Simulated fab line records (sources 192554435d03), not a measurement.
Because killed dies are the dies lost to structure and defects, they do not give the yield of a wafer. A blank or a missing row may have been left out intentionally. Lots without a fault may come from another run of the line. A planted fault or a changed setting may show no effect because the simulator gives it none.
Chamber matching :: flow n5Finfet :: N5_BEOL_M7_STRIP_36 on rieDiel-03: 4 sister chambers
The step strips in N2/H2. 20 wafers are shown with their chamber, then 10 later ones without.

WAFERS WITH THEIR CHAMBER
wafer: L075.1
chamber: 3
drypumpMotorCurrentA (A): 5.7
showerheadPlenumPTorr (Torr): 2.59
throttleValvePct (%): 23.51

wafer: L075.4
chamber: 1
drypumpMotorCurrentA (A): 6.6
showerheadPlenumPTorr (Torr): 2.62
throttleValvePct (%): 23.61

wafer: L075.5
chamber: 2
drypumpMotorCurrentA (A): 6.4
showerheadPlenumPTorr (Torr): 2.71
throttleValvePct (%): 23.52

wafer: L077.2
chamber: 3
drypumpMotorCurrentA (A): 5.7
showerheadPlenumPTorr (Torr): 2.58
throttleValvePct (%): 23.54

wafer: L077.3
chamber: 1
drypumpMotorCurrentA (A): 6.6
showerheadPlenumPTorr (Torr): 2.62
throttleValvePct (%): 23.57

wafer: L077.4
chamber: 0
drypumpMotorCurrentA (A): 5.7
showerheadPlenumPTorr (Torr): 2.49
throttleValvePct (%): 23.07

wafer: L079.1
chamber: 0
drypumpMotorCurrentA (A): 5.7
showerheadPlenumPTorr (Torr): 2.49
throttleValvePct (%): 23.08

wafer: L079.4
chamber: 1
drypumpMotorCurrentA (A): 6.6
showerheadPlenumPTorr (Torr): 2.62
throttleValvePct (%): 23.59

wafer: L079.6
chamber: 2
drypumpMotorCurrentA (A): 6.4
showerheadPlenumPTorr (Torr): 2.71
throttleValvePct (%): 23.51

wafer: L086.1
chamber: 3
drypumpMotorCurrentA (A): 5.8
showerheadPlenumPTorr (Torr): 2.58
throttleValvePct (%): 23.54

wafer: L086.5
chamber: 2
drypumpMotorCurrentA (A): 6.4
showerheadPlenumPTorr (Torr): 2.70
throttleValvePct (%): 23.52

wafer: L086.6
chamber: 3
drypumpMotorCurrentA (A): 5.8
showerheadPlenumPTorr (Torr): 2.58
throttleValvePct (%): 23.55

wafer: L084.1
chamber: 0
drypumpMotorCurrentA (A): 5.7
showerheadPlenumPTorr (Torr): 2.48
throttleValvePct (%): 23.10

wafer: L084.2
chamber: 3
drypumpMotorCurrentA (A): 5.8
showerheadPlenumPTorr (Torr): 2.58
throttleValvePct (%): 23.54

wafer: L084.6
chamber: 1
drypumpMotorCurrentA (A): 6.6
showerheadPlenumPTorr (Torr): 2.61
throttleValvePct (%): 23.63

wafer: L088.2
chamber: 0
drypumpMotorCurrentA (A): 5.6
showerheadPlenumPTorr (Torr): 2.48
throttleValvePct (%): 23.09

wafer: L088.5
chamber: 2
drypumpMotorCurrentA (A): 6.4
showerheadPlenumPTorr (Torr): 2.70
throttleValvePct (%): 23.57

wafer: L088.6
chamber: 3
drypumpMotorCurrentA (A): 5.8
showerheadPlenumPTorr (Torr): 2.57
throttleValvePct (%): 23.53

wafer: L090.2
chamber: 2
drypumpMotorCurrentA (A): 6.4
showerheadPlenumPTorr (Torr): 2.70
throttleValvePct (%): 23.58

wafer: L090.3
chamber: 3
drypumpMotorCurrentA (A): 5.8
showerheadPlenumPTorr (Torr): 2.57
throttleValvePct (%): 23.55

SIGNATURES (averages over the wafers above)
reading: drypumpMotorCurrentA
chamber 0: 5.675
chamber 1: 6.600
chamber 2: 6.400
chamber 3: 5.771
scatter within a chamber: 0.0369

reading: showerheadPlenumPTorr
chamber 0: 2.4850
chamber 1: 2.6175
chamber 2: 2.7040
chamber 3: 2.5786
scatter within a chamber: 0.00602

reading: throttleValvePct
chamber 0: 23.0850
chamber 1: 23.6000
chamber 2: 23.5400
chamber 3: 23.5371
scatter within a chamber: 0.0221
Rule: for each reading, subtract the chamber's mean from the wafer's reading, divide by that reading's scatter and square the result; add these up over the readings and take the root, which gives the wafer's distance from the chamber. If the next closest chamber is less than 2 further off than the closest, the wafer can't be placed; otherwise it belongs to the closest. The scatter: the root of (the sum of the squares of (reading less its chamber's mean) over the shown wafers, divided by (wafers less chambers)).

WAFERS WHOSE CHAMBER IS MISSING
wafer: L090.6
drypumpMotorCurrentA (A): 6.6
showerheadPlenumPTorr (Torr): 2.60
throttleValvePct (%): 23.61

wafer: L093.1
drypumpMotorCurrentA (A): 6.6
showerheadPlenumPTorr (Torr): 2.60
throttleValvePct (%): 23.61

wafer: L093.5
drypumpMotorCurrentA (A): 5.7
showerheadPlenumPTorr (Torr): 2.57
throttleValvePct (%): 23.50

wafer: L093.6
drypumpMotorCurrentA (A): 6.4
showerheadPlenumPTorr (Torr): 2.70
throttleValvePct (%): 23.57

wafer: L094.1
drypumpMotorCurrentA (A): 5.7
showerheadPlenumPTorr (Torr): 2.57
throttleValvePct (%): 23.55

wafer: L094.3
drypumpMotorCurrentA (A): 6.6
showerheadPlenumPTorr (Torr): 2.60
throttleValvePct (%): 23.67

wafer: L094.4
drypumpMotorCurrentA (A): 5.7
showerheadPlenumPTorr (Torr): 2.47
throttleValvePct (%): 23.12

wafer: L097.3
drypumpMotorCurrentA (A): 5.8
showerheadPlenumPTorr (Torr): 2.57
throttleValvePct (%): 23.56

wafer: L097.4
drypumpMotorCurrentA (A): 5.7
showerheadPlenumPTorr (Torr): 2.47
throttleValvePct (%): 23.10

wafer: L097.6
drypumpMotorCurrentA (A): 5.8
showerheadPlenumPTorr (Torr): 2.57
throttleValvePct (%): 23.57

CHAMBER TAKEN BY EACH
wafer: L090.6
from the rows above: 1
in truth: 1

wafer: L093.1
from the rows above: 1
in truth: 1

wafer: L093.5
from the rows above: 3
in truth: 3

wafer: L093.6
from the rows above: 2
in truth: 2

wafer: L094.1
from the rows above: 3
in truth: 3

wafer: L094.3
from the rows above: 1
in truth: 1

wafer: L094.4
from the rows above: 0
in truth: 0

wafer: L097.3
from the rows above: 3
in truth: 3

wafer: L097.4
from the rows above: 0
in truth: 0

wafer: L097.6
from the rows above: 3
in truth: 3
Placed correctly: 10 of 10. Number that these rows cannot place: 0. 0 placed wrongly.
